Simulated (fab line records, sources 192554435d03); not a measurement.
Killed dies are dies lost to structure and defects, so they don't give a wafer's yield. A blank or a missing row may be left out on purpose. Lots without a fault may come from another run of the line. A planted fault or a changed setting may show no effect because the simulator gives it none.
Which tool did it? | flow n5_finfet | 12 lots, 36 wafers sampled, at 6 steps of a route of 1938

WHAT THE GAUGES READ, wafer by wafer
N5_BEOL_M0_CUTY_OVL_MEAS_58.
lot  | measured     | on         | M0_ABLK_OVL (nm)
L075 | day 6 01:34  | overlay-01 | -1.6 -0.2 -1.0
L077 | day 6 14:33  | overlay-01 | -0.2 -1.5 -0.4
L078 | day 7 03:50  | overlay-01 | -0.8 -1.4 -0.8
L081 | day 7 10:17  | overlay-01 | 0.2 0.5 -0.2
L083 | day 8 08:17  | overlay-02 | -0.5 -0.7 -1.6
L085 | day 8 23:16  | overlay-01 | -0.5 -0.3 -0.2
L087 | day 9 05:29  | overlay-01 | 0.0 0.1 0.3
L089 | day 9 14:15  | overlay-01 | -0.3 0.3 -0.5
L091 | day 10 00:57 | overlay-02 | -0.7 -1.0 -0.5
L093 | day 10 17:14 | overlay-02 | -0.2 -0.5 -0.5
L095 | day 11 07:20 | overlay-01 | -1.3 -0.6 -0.3
L097 | day 11 17:31 | overlay-01 | -0.4 -1.4 -1.4

WHICH TOOL RAN EACH LOT (tool, then ch and the chambers of the sampled wafers, then the start)
lot  | N5_BEOL_M0_SAQP_HM_DEP_02    | N5_BEOL_M0_SAQP_PECVD_03        | N5_BEOL_M0_SAQP_PECVD_04        | N5_BEOL_M0_SAQP_STRIP_86           | N5_BEOL_M0_SAQP_SPACER2_ALD_26
L075 | pvd_sputter-02, day 5 18:12  | pecvd-02 ch 0,1,2, day 5 18:19  | pecvd-02 ch 0,1,2, day 5 18:26  | rie_diel-01 ch 1,2,3, day 5 19:29  | ald_sin-03 ch 0,1,3, day 5 22:13
L077 | pvd_sputter-03, day 6 07:44  | pecvd-02 ch 0,1, day 6 07:51    | pecvd-02 ch 0,1, day 6 07:58    | rie_diel-01 ch 1,3, day 6 09:06    | ald_sin-01 ch 0,2, day 6 11:37
L078 | pvd_sputter-01, day 6 21:14  | pecvd-02 ch 0,1,2, day 6 21:22  | pecvd-02 ch 0,1,2, day 6 21:29  | rie_diel-04 ch 0,1, day 6 22:32    | ald_sin-02 ch 0,1,2, day 7 01:01
L081 | pvd_sputter-01, day 7 04:09  | pecvd-03 ch 1,2, day 7 04:16    | pecvd-03 ch 1,2, day 7 04:23    | rie_diel-03 ch 1,3, day 7 05:26    | ald_sin-03 ch 0,2,3, day 7 07:38
L083 | pvd_sputter-02, day 8 01:09  | pecvd-03 ch 0,1,2, day 8 01:17  | pecvd-03 ch 0,1,2, day 8 01:25  | rie_diel-04 ch 0,1,3, day 8 02:18  | ald_sin-02 ch 0,3, day 8 04:30
L085 | pvd_sputter-02, day 8 16:12  | pecvd-01 ch 0,1,2, day 8 16:19  | pecvd-01 ch 0,1,2, day 8 16:26  | rie_diel-04 ch 1,2, day 8 17:32    | ald_sin-01 ch 1,2, day 8 20:33
L087 | pvd_sputter-03, day 8 22:50  | pecvd-03 ch 0,1, day 8 22:57    | pecvd-03 ch 0,1, day 8 23:07    | rie_diel-01 ch 0,1,3, day 9 00:23  | ald_sin-02 ch 0,3, day 9 02:39
L089 | pvd_sputter-01, day 9 05:42  | pecvd-01 ch 1,2, day 9 05:49    | pecvd-01 ch 1,2, day 9 05:56    | rie_diel-03 ch 0,1,2, day 9 07:10  | ald_sin-03 ch 0,2,3, day 9 11:42
L091 | pvd_sputter-02, day 9 18:25  | pecvd-02 ch 0,2, day 9 18:32    | pecvd-02 ch 0,2, day 9 18:38    | rie_diel-01 ch 0,2,3, day 9 19:44  | ald_sin-03 ch 0,1, day 9 22:09
L093 | pvd_sputter-01, day 10 07:53 | pecvd-01 ch 0,1,2, day 10 08:00 | pecvd-01 ch 0,1,2, day 10 08:07 | rie_diel-01 ch 2,3, day 10 11:02   | ald_sin-01 ch 1,2, day 10 14:36
L095 | pvd_sputter-02, day 10 21:44 | pecvd-03 ch 0,1, day 10 21:52   | pecvd-03 ch 0,1, day 10 21:59   | rie_diel-04 ch 0,1,3, day 10 23:03 | ald_sin-02 ch 0,1,3, day 11 03:19
L097 | pvd_sputter-03, day 11 11:28 | pecvd-01 ch 0,2, day 11 11:35   | pecvd-01 ch 0,2, day 11 11:43   | rie_diel-01 ch 0,1,2, day 11 12:45 | ald_sin-03 ch 0,1,3, day 11 14:58
- N5_BEOL_M0_SAQP_HM_DEP_02: deposits TiN, target thk 12 nm.
- N5_BEOL_M0_SAQP_PECVD_03: deposits SiCN from 3MS/NH3, target thk 12 nm, time 21.1 s.
- N5_BEOL_M0_SAQP_PECVD_04: deposits a-Si from SiH4/He, target thk 60 nm, time 60.2 s.
- N5_BEOL_M0_SAQP_STRIP_86: strips in N2/H2.
- N5_BEOL_M0_SAQP_SPACER2_ALD_26: deposits SiO2, target thk 15 nm, pulse time 1 s, purge time 2 s.

THE ANSWER, worked out from the rows above alone
Rule: what is usual is taken from the lots themselves. Put in order of their means at a reading, lots are off if they are a third of the lots or fewer, leave a main group of 4 or more, and stand apart from it by a gap of 3 or more times the standard deviation of the main group's means; of several such gaps the widest counts. A main group whose means are all the same, to the digits that the tables above print for the reading, isn't used. A lot without any number at a reading at which 4 lots or more have one is off too. The other lots that the step has rows for count as sound.
No lot is off at any reading shown: from this, nothing can be told.

WHAT THE SIMULATOR HAD PUT IN
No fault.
